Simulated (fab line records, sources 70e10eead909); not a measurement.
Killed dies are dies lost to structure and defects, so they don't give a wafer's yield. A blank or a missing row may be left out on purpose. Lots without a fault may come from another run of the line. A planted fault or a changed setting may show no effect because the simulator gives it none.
fab line records | flow nand_harc
record lots=6 wafers=18 last_day=34
route steps=1302 shown A_SLIT@945 A_SIN_REMOVE@947 A_WL_FILL@952 A_CONTACT@983 END@1302
lots that met no fault: from a run of the same line without faults
start_h: hours from the record's first day to the start of the lot's first wafer shown | wait_h: hours since the lot's step before | " the same as in the row above | L1.1+2: a row that stands for several wafers | - no value, or no start given | * or withheld: withheld | < > ~ a bound
route shown NAME@n: a module of which the file shows steps, and the number in the route of the first | usual: mean/standard deviation of fault-free wafers | same: alike in all rows | chamber/n: place in a boat | sites: the reading at each site | _std_site: their standard deviation | _edge_site: outer sites' mean less inner sites' | radius_mm: how far each site lies from the wafer's centre | mask NAME#n: copy n | behind: the tool/chamber that last shaped the wafer | hold: why the lot was held/for how many hours/how that ended | device: the transistor (n, p or np) that didn't switch | end of line: the same wafers' tests at the end of the route | a step without rows: its recipe alone | killed: dies lost to structure and defects at the first sort, not the wafer's yield | map: a wafer's dies, x killed, . not, _ none there
set.NAME: the setting as run; set.NAME@STEP: as run at that earlier step | model.NAME: the simulator's own value behind a step, which no gauge read
lots at some steps of the route; a table a step, a row a wafer
services: from which hour (start_h, from the record's first day; less than 0 if before it) a tool's chamber was out of use, for how many hours, and why
## steps
# step NHARC_A_SLIT_SRD_20
# step NHARC_A_SLIT_CD_MEAS_21
# usual cd_nm=289.9/0.95
# columns lot.wafer tool chamber start_h wait_h cd_nm
L520.2 cd_sem-03 - 485.70 - 289.2
L520.3 " - " " 289.9
L520.6 " - " " 289.5
L526.1 cd_sem-02 - 561.11 - 289.3
L526.2 " - " " 290.4
L526.5 " - " " 290.1
L530.2 cd_sem-03 - 573.65 - 290.6
L530.3 " - " " 291.0
L530.4 " - " " 289.8
L539.2 cd_sem-03 - 667.19 - 289.0
L539.5 " - " " 290.3
L539.6 " - " " 291.1
L538.1 cd_sem-01 - 669.54 - 290.2
L538.2 " - " " 290.5
L538.5 " - " " 291.2
L540.2 cd_sem-03 - 711.68 - 290.9
L540.3 " - " " 292.3
L540.6 " - " " 290.6
# step NHARC_A_SIN_REMOVE_WET_00
# recipe temp_c=160 time_s=15300 chemistry=H3PO4
# step NHARC_A_SIN_REMOVE_PRECLEAN_01
# recipe time_s=* temp_c=50 bath_age_min=0 chemistry=SC1
# step NHARC_A_SIN_REMOVE_SRD_02
# step NHARC_A_SIN_REMOVE_INSPECT_04
# usual raw_defect_count=396/66
# columns lot.wafer tool chamber start_h wait_h raw_defect_count
L520.2 defect_inspect-01 - 492.36 0.0 540
L520.3 " - " " 487
L520.6 " - " " 380
L526.1 defect_inspect-02 - 567.74 0.0 321
L526.2 " - " " 353
L526.5 " - " " 335
L530.2 defect_inspect-01 - 580.29 0.0 392
L530.3 " - " " 391
L530.4 " - " " 349
L539.2 defect_inspect-01 - 673.81 0.0 341
L539.5 " - " " 425
L539.6 " - " " 471
L538.1 defect_inspect-01 - 676.12 0.0 359
L538.2 " - " " 319
L538.5 " - " " 270
L540.2 defect_inspect-02 - 718.70 0.0 290
L540.3 " - " " 321
L540.6 " - " " 449
# step NHARC_A_WL_FILL_ALD_00
# recipe target_thk_a=30 pulse_time_s=3 ald_cycles=30 temp_c=300 material=Al2O3
# step NHARC_A_WL_FILL_RTA_01
# recipe temp_c=1000 time_s=5
# step NHARC_A_WL_FILL_ALD_02
# recipe target_thk_a=20 pulse_time_s=3 ald_cycles=100 temp_c=450 material=TiN
# usual heater_power_w=1121/99 precursor_pulse_height_rel=0.999/0.02
# columns lot.wafer tool chamber start_h wait_h heater_power_w precursor_pulse_height_rel
L520.2 ald_metal-02 1 492.99 0.2 1088 1.010
L520.3 " 2 " " 1237 1.004
L520.6 " 3 " " 1225 0.980
L526.2 ald_metal-01 2 568.37 0.2 1097 0.998
L526.1 " 3 " " 1120 0.992
L526.5 " 0 " " 1361 0.999
L530.2 ald_metal-01 2 580.87 0.2 1056 1.002
L530.4 " 3 " " 1133 1.029
L530.3 " 0 " " 1322 0.955
L539.2 ald_metal-03 1 674.46 0.3 1061 1.031
L539.5 " 2 " " 1089 1.006
L539.6 " 3 " " 987 0.995
L538.1 ald_metal-03 0 676.71 0.2 1100 0.980
L538.2 " 2 " " 1108 1.023
L538.5 " 3 " " 1017 0.985
L540.3 ald_metal-02 3 719.30 0.2 1159 1.002
L540.2 " 1 " " 1071 1.014
L540.6 " 3 " " 1185 1.017
# step NHARC_A_WL_FILL_CVD_03
# recipe target_thk_a=400 temp_c=300 pressure_torr=40 wf6_flow_sccm=40 h2_flow_sccm=1600 ar_flow_sccm=1560 time_s=279 material=W
# step NHARC_A_WL_FILL_ETCHBACK_04
# recipe target_depth_a=600 time_s=120 chemistry=NF3
# usual chamber_pressure_mTorr=300.02/0.29 drypump_motor_current_A=5.7/0.57 oes_product_au=1.000/0.011
# columns lot.wafer tool chamber start_h wait_h chamber_pressure_mTorr drypump_motor_current_A oes_product_au rf_hours_counter_h
L520.2 rie_metal-02 1 493.75 0.4 299.82 5.5 0.986 0.7
L520.3 " 0 " " 300.45 5.7 1.009 -
L520.6 " 1 " " 300.26 5.5 0.985 -
L526.2 rie_metal-02 0 569.10 0.3 300.48 5.6 1.009 2.0
L526.1 " 1 " " 299.96 5.5 0.990 2.0
L526.5 " 1 " " 300.49 5.5 0.993 -
L530.2 rie_metal-02 1 581.64 0.3 300.40 5.5 0.997 2.2
L530.3 " 1 " " 299.58 5.5 1.000 -
L530.4 " 0 " " 300.51 5.6 1.002 -
L539.2 rie_metal-01 0 675.16 0.3 299.75 6.2 0.994 1.8
L539.5 " 0 " " 299.39 6.2 0.993 -
L539.6 " 1 " " 300.02 4.8 1.006 -
L538.2 rie_metal-01 1 677.48 0.3 300.07 4.8 0.990 2.1
L538.1 " 0 " " 300.08 6.2 0.999 2.1
L538.5 " 0 " " 299.79 6.2 0.990 -
L540.2 rie_metal-01 1 720.09 0.3 299.89 4.8 0.995 2.7
L540.3 " 0 " " 300.07 6.2 0.991 -
L540.6 " 0 " " 299.70 6.2 1.003 -
# step NHARC_A_WL_FILL_ETCHBACK_05
# recipe target_depth_a=220 time_s=60 temp_c=40 chemistry=Cl2/BCl3
# step NHARC_A_WL_FILL_STRIP_27
# recipe power_w=1500 temp_c=250 time_s=20 chemistry=N2/H2
# step NHARC_A_WL_FILL_STRIP_28
# recipe time_s=1200 temp_c=72.5 chemistry=post_etch_residue_remover
# step NHARC_A_WL_FILL_PRECLEAN_06
# recipe time_s=300 chemistry=DIW
# step NHARC_A_WL_FILL_SRD_07
# step NHARC_A_WL_FILL_ANNEAL_08
# recipe temp_c=450 time_s=1800
# step NHARC_A_WL_FILL_ALD_10
# recipe target_thk_a=500 pulse_time_s=10 ald_cycles=500 temp_c=300 material=SiO2
# step NHARC_A_WL_FILL_ETCHBACK_16
# recipe target_depth_a=1200 time_s=24 c4f8_flow_sccm=withheld o2_flow_sccm=8 ar_flow_sccm=withheld rf_w=600 bias_w=800 chemistry=C4F8/O2/Ar
# usual chamber_pressure_mTorr=25.002/0.024 oes_product_au=0.978/0.028 rf_vpp_V=724/4.4
# columns lot.wafer tool chamber start_h wait_h chamber_pressure_mTorr oes_product_au rf_hours_counter_h rf_vpp_V
L520.3 rie_diel-13 3 - - 25.020 0.978 6.9 717
L520.2 " 1 " " 25.021 1.010 6.2 717
L520.6 " 2 " " 24.985 0.995 - 729
L526.1 rie_diel-06 2 - - 24.987 0.978 3.1 721
L526.2 " 3 " " 25.030 0.983 3.8 726
L526.5 " 1 " " 25.000 0.997 - 727
L530.2 rie_diel-04 2 - - 25.001 0.970 1.7 725
L530.3 " 3 " " 24.977 0.995 1.5 724
L530.4 " 1 " " 24.975 1.010 1.5 729
L538.2 rie_diel-13 1 - - 24.977 0.949 5.2 717
L538.1 " 0 " " 25.065 0.923 5.8 717
L538.5 " 2 " " 24.967 0.927 - 729
L539.2 rie_diel-04 3 - - 25.009 0.921 3.7 722
L539.6 " 1 " " 25.057 0.933 - 729
L539.5 " 2 " " 24.982 0.928 - 727
L540.2 rie_diel-06 2 - - 25.037 0.984 3.0 721
L540.3 " 3 " " 25.026 0.974 1.1 728
L540.6 " 0 " " 24.988 1.011 - 723
# step NHARC_A_WL_FILL_STRIP_29
# recipe time_s=20 o2_flow_sccm=500 ar_flow_sccm=0 bias_w=0 chemistry=O2
# usual chamber_pressure_mTorr=60.00/0.051 drypump_motor_current_A=5.34/0.29 oes_product_au=0.996/0.012 rf_vpp_V=57.9/0.93 showerhead_plenum_p_Torr=3.54/0.15 throttle_valve_pct=17.036/0.01
# columns lot.wafer tool chamber start_h wait_h chamber_pressure_mTorr drypump_motor_current_A oes_product_au rf_hours_counter_h rf_vpp_V showerhead_plenum_p_Torr throttle_valve_pct
L520.2 rie_diel-13 3 508.14 0.1 59.94 5.34 0.986 6.9 57.8 3.33 17.036
L520.3 " 0 " " 60.05 4.78 0.997 6.8 56.7 3.32 17.042
L520.6 " 3 " " 59.98 5.34 0.980 - 56.7 3.33 17.045
L526.1 rie_diel-06 2 579.68 0.1 60.05 5.37 0.987 3.1 57.7 3.43 17.042
L526.2 " 0 " " 60.07 5.28 1.011 4.0 57.0 3.53 17.036
L526.5 " 2 " " 60.02 5.37 0.989 - 57.9 3.43 17.025
L530.4 rie_diel-04 2 595.87 0.1 59.99 5.58 0.977 1.7 58.3 3.61 17.029
L530.2 " 3 " " 60.05 5.54 0.980 1.5 57.8 3.52 17.023
L530.3 " 0 " " 60.01 4.87 0.977 1.3 57.2 3.56 17.048
L538.1 rie_diel-13 3 688.42 0.1 60.06 5.34 1.000 5.8 58.2 3.32 17.031
L538.2 " 0 " " 60.09 4.79 1.010 5.9 57.6 3.32 17.038
L538.5 " 3 " " 59.95 5.33 1.003 - 57.5 3.32 17.015
L539.2 rie_diel-04 0 688.69 0.1 60.01 4.86 0.986 3.3 58.5 3.56 17.047
L539.6 " 1 " " 59.94 5.33 1.011 - 58.7 3.74 17.016
L539.5 " 2 " " 59.99 5.55 0.988 - 59.3 3.60 17.042
L540.2 rie_diel-06 1 728.21 0.1 59.92 5.02 0.991 2.9 59.1 3.66 17.033
L540.3 " 3 " " 59.97 5.48 0.987 1.1 59.1 3.69 17.045
L540.6 " 1 " " 59.93 5.04 0.981 - 57.5 3.66 17.042
# step NHARC_A_WL_FILL_ETCHBACK_17
# recipe target_depth_a=40 time_s=26.7 chemistry=Cl2/BCl3
# step NHARC_A_WL_FILL_PRECLEAN_18
# recipe time_s=30 chemistry=dHF
# step NHARC_A_WL_FILL_SRD_21
# step NHARC_A_WL_FILL_CVD_23
# recipe target_thk_a=400 temp_c=620 pressure_mtorr=200 time_s=800 material=poly-Si
# step NHARC_A_WL_FILL_ETCHBACK_26
# recipe target_depth_a=520 time_s=13.3 hbr_flow_sccm=150 rf_w=350 icp_w=350 bias_w=60 chemistry=HBr
# step NHARC_A_WL_FILL_PRECLEAN_30
# recipe time_s=10 chemistry=dHF
# step NHARC_A_WL_FILL_SRD_14
# step NHARC_A_WL_FILL_ALD_19
# recipe target_thk_a=20 pulse_time_s=3 ald_cycles=100 temp_c=450 material=TiN
# step NHARC_A_WL_FILL_CVD_20
# recipe target_thk_a=1000 temp_c=400 pressure_torr=40 wf6_flow_sccm=40 h2_flow_sccm=1600 ar_flow_sccm=1560 time_s=74 material=W
# step NHARC_A_WL_FILL_CMP_12
# recipe t_overpolish_s=30 target_thk_nm=100
# step NHARC_A_WL_FILL_SRD_31
# step NHARC_A_CONTACT_DEP_24
# recipe target_thk_a=5000 temp_c=400 pressure_torr=6.5 rf_w=900 teos_flow_sccm=161.4 flow_sccm=2650 target_thk_nm=500 gas=O2 material=SiO2
# step NHARC_A_CONTACT_DEP_28
# recipe target_thk_a=70000 temp_c=400 material=aC
# usual throttle_valve_pct=35.000/0.0082
# columns lot.wafer tool chamber start_h wait_h throttle_valve_pct
L520.2 acl_dep-01 0 516.68 0.8 35.004
L520.3 " 0 " " 35.004
L520.6 " 0 519.49 3.6 35.011
L526.1 acl_dep-02 0 587.59 0.9 34.999
L526.2 " 0 " " 35.003
L526.5 " 0 590.42 3.8 35.001
L530.2 acl_dep-03 0 603.71 0.8 34.979
L530.3 " 0 " " 35.002
L530.4 " 0 " " 34.996
L538.1 acl_dep-02 0 695.70 0.1 34.984
L538.2 " 0 " " 35.005
L538.5 " 0 698.50 2.9 35.004
L539.2 acl_dep-03 0 696.26 0.8 35.004
L539.5 " 0 698.41 2.9 35.009
L539.6 " 0 " " 34.995
L540.2 acl_dep-02 0 737.26 1.8 34.994
L540.3 " 0 " " 34.997
L540.6 " 0 740.08 4.6 35.003
# step NHARC_A_CONTACT_DEP_29
# recipe target_thk_a=1000 target_thk_nm=100 temp_c=400 pressure_torr=3.5 flow_sccm=200 rf_w=350 material=SiON
# usual heater_power_w=768/69
# columns lot.wafer tool chamber start_h wait_h heater_power_w
L520.2 pecvd-03 1 520.22 2.8 808
L520.3 " 0 " " 697
L520.6 " 2 " " 770
L526.1 pecvd-03 2 591.86 3.6 774
L526.2 " 0 " " 776
L526.5 " 0 " " 771
L530.3 pecvd-03 0 607.28 2.1 680
L530.2 " 1 " " 806
L530.4 " 0 " " 692
L539.2 pecvd-03 2 700.11 3.1 748
L539.5 " 0 " " 713
L539.6 " 1 " " 775
L538.1 pecvd-03 1 700.28 3.9 690
L538.2 " 0 " " 690
L538.5 " 2 " " 756
L540.3 pecvd-02 2 740.80 2.1 654
L540.2 " 0 " " 792
L540.6 " 0 " " 807
# step NHARC_END_SORT_01
# recipe temp_c=25
# usual killed_at_array=56/17 killed_at_other=1.2/1.4 killed_at_periphery=4/3.2 killed_dies=61/16 killed_open=3.6/2.1 killed_short=2.7/1.8
# same gross_dies=677
# columns lot.wafer tool chamber start_h wait_h killed_at_array killed_at_other killed_at_periphery killed_dies killed_open killed_short
L526.1 prober-01 0 662.23 2.5 87 2 3 92 4 0
L526.2 prober-01 0 663.05 2.8 103 1 4 108 3 2
L526.5 prober-01 0 665.48 3.7 106 1 3 110 4 2
L530.2 prober-02 0 684.91 2.8 96 3 3 102 0 3
L530.3 prober-02 0 685.69 3.0 106 4 2 112 5 2
L530.4 prober-02 0 686.47 3.3 120 1 4 125 4 2
# killed by level:class
L526.1 A_WL_FILL:unspecified=56 A_CHANNEL_HOLE_D2:chamber_film_flake=14 A_CHANNEL_HOLE_D1:chamber_film_flake=6 A_STAIRCASE:chamber_film_flake=2 A_WL_FILL:chamber_film_flake=2 A_CONTACT:chamber_film_flake=2 THIN_TSV:chamber_film_flake=2 A_SOURCE_PLATE:geometric_particle:open=1
L526.2 A_WL_FILL:unspecified=66 A_CHANNEL_HOLE_D2:chamber_film_flake=16 A_CONTACT:chamber_film_flake=5 A_CHANNEL_HOLE_D1:chamber_film_flake=4 A_STAIRCASE:chamber_film_flake=3 P_M1:chamber_film_flake=2 A_SLIT:chamber_film_flake=2 P_M0:geometric_particle:open=1
L526.5 A_WL_FILL:unspecified=59 A_CHANNEL_HOLE_D2:chamber_film_flake=20 A_STAIRCASE:chamber_film_flake=8 A_CHANNEL_HOLE_D1:chamber_film_flake=8 A_CONTACT:chamber_film_flake=4 A_M0:chamber_film_flake=2 P_CONTACT:geometric_particle:open=1 P_M0:geometric_particle:open=1
L530.2 A_WL_FILL:unspecified=53 A_CHANNEL_HOLE_D2:chamber_film_flake=14 A_STAIRCASE:chamber_film_flake=10 A_CHANNEL_HOLE_D1:chamber_film_flake=9 A_CONTACT:chamber_film_flake=5 THIN_TSV:chamber_film_flake=3 P_GATE:chamber_film_flake=2 A_CHANNEL_FILL_D1:chamber_film_flake=2
L530.3 A_WL_FILL:unspecified=59 A_CHANNEL_HOLE_D2:chamber_film_flake=16 A_CHANNEL_HOLE_D1:chamber_film_flake=10 A_STAIRCASE:chamber_film_flake=7 A_CONTACT:chamber_film_flake=7 THIN_TSV:chamber_film_flake=4 A_CHANNEL_FILL_D1:geometric_particle:open=2 P_CONTACT:geometric_particle:open=1
L530.4 A_WL_FILL:unspecified=67 A_CHANNEL_HOLE_D2:chamber_film_flake=19 A_STAIRCASE:chamber_film_flake=11 A_CHANNEL_HOLE_D1:chamber_film_flake=10 A_SLIT:chamber_film_flake=4 A_CONTACT:chamber_film_flake=3 P_ZERO_WELL:chamber_film_flake=2 P_STI:chamber_film_flake=2
# map L526.5 (x killed, . not)
____________.____________
_________......._________
_______..........._______
______.............______
_____......x........_____
____............x....____
____.................____
___...................___
___...................___
__..x....x......x......__
__.................x...__
_......................._
_.................x....._
_....................x.x_
_......................x_
_......................._
..................x......
.......................x.
................x........
....................x...x
..........x..............
_.............x........._
_......................._
_......x................_
_......................._
_......x..........x....._
__...x.xx.......xxx....__
__..xxxxxxx.....xx.....__
___...xxxxx....xxxx...___
___x.xxxxxx.x..xxx.x..___
____.xxxxxxx..xxxxx..____
____xxxxxxxxx.x.xxx..____
_____xxxxxxxx......x_____
______xxxxxx....xx.______
_______xxxxxx..x.x_______
_________xxx.x.._________
____________.____________
# map L530.4 (x killed, . not)
____________.____________
_________.xxxxxx_________
_______...xxxxxxx._______
______....xxxxxx...______
_____...xxxxxxxxx..._____
____.....xxxxxxxxx...____
____...x.xxxxxxxx....____
___..xx...xxxxxx......___
___......xxxxxxxxx....___
__........x.xx.....x...__
__...x.....x...........__
_.........xxx..........._
_.......x..........xx..x_
_.....................x._
_.x.........x.........xx_
_...........x..........._
.............x.........x.
.....x......x............
........................x
..............x..x.......
..................x......
_......x..........x....._
_.x............x..x....._
_.................xx...._
_.................xx.x.._
_....x..............x..._
__.....x........x......__
__..............xxxx...__
___..........x...xxx..___
___....x..............___
____..........x.xxx..____
____............xxxx.____
_____.............x._____
______........xx..x______
_______..........._______
_________......._________
____________.____________
## services
# columns tool chamber start_h hours kind
rie_diel-06 - 484.20 9.0 pm
rie_diel-06 2 501.97 6.2 repair
rie_diel-13 - 519.01 9.0 pm
rie_diel-04 - 531.93 9.0 pm
pecvd-03 - 538.67 1.1 repair
pecvd-03 - 547.19 13.0 pm
rie_diel-13 2 552.89 21.1 repair
rie_metal-02 - 556.48 0.1 repair
rie_diel-06 - 573.84 1.3 repair
rie_diel-04 2 592.24 2.4 repair
rie_diel-06 1 597.23 7.1 repair
rie_diel-13 1 618.02 6.6 repair
rie_diel-04 2 636.21 14.9 repair
rie_diel-13 0 648.23 1.3 repair
rie_diel-06 - 661.25 9.0 pm
rie_diel-06 1 674.62 6.2 repair
rie_diel-04 - 679.39 0.2 repair
rie_diel-04 3 689.95 8.6 repair
rie_diel-13 - 696.01 9.0 pm
rie_diel-04 2 696.46 8.6 repair
rie_diel-06 3 702.62 10.4 repair
rie_diel-04 1 707.07 9.7 repair
rie_diel-04 - 708.93 9.0 pm
pecvd-03 - 728.46 13.0 pm
## key
first_sign step=NHARC_END_SORT_01 reading=killed_at_array direction=up sigmas=2.9 usual=56 struck=103
effect step=NHARC_END_SORT_01 reading=killed_dies direction=up sigmas=2.8 usual=61 struck=108
more_kills_born_at NHARC_A_WL_FILL_ETCHBACK_04@rie_metal-02=360
met_at NHARC_A_WL_FILL_ETCHBACK_04
struck_wafers L526.1,L526.2,L526.5,L530.2,L530.3,L530.4
tester_left_out L526,L530
onset_between 493.75 569.10
also_fits NHARC_A_WL_FILL_ALD_02:ald_metal-01
fault kind=chamber_particle_source tool=rie_metal-02 chamber=- onset_h=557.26 steps=NHARC_A_WL_FILL_ETCHBACK_04 rate_per_visit_cm2=0.51244 end_h=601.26
# tester_left_out: of these lots the tester's yield and bins aren't shown, on N5 and GAA mostly nor the transistor test; their killed dies are dies lost to structure and defects alone, not to doping, threshold or leakage, so they don't give the yield
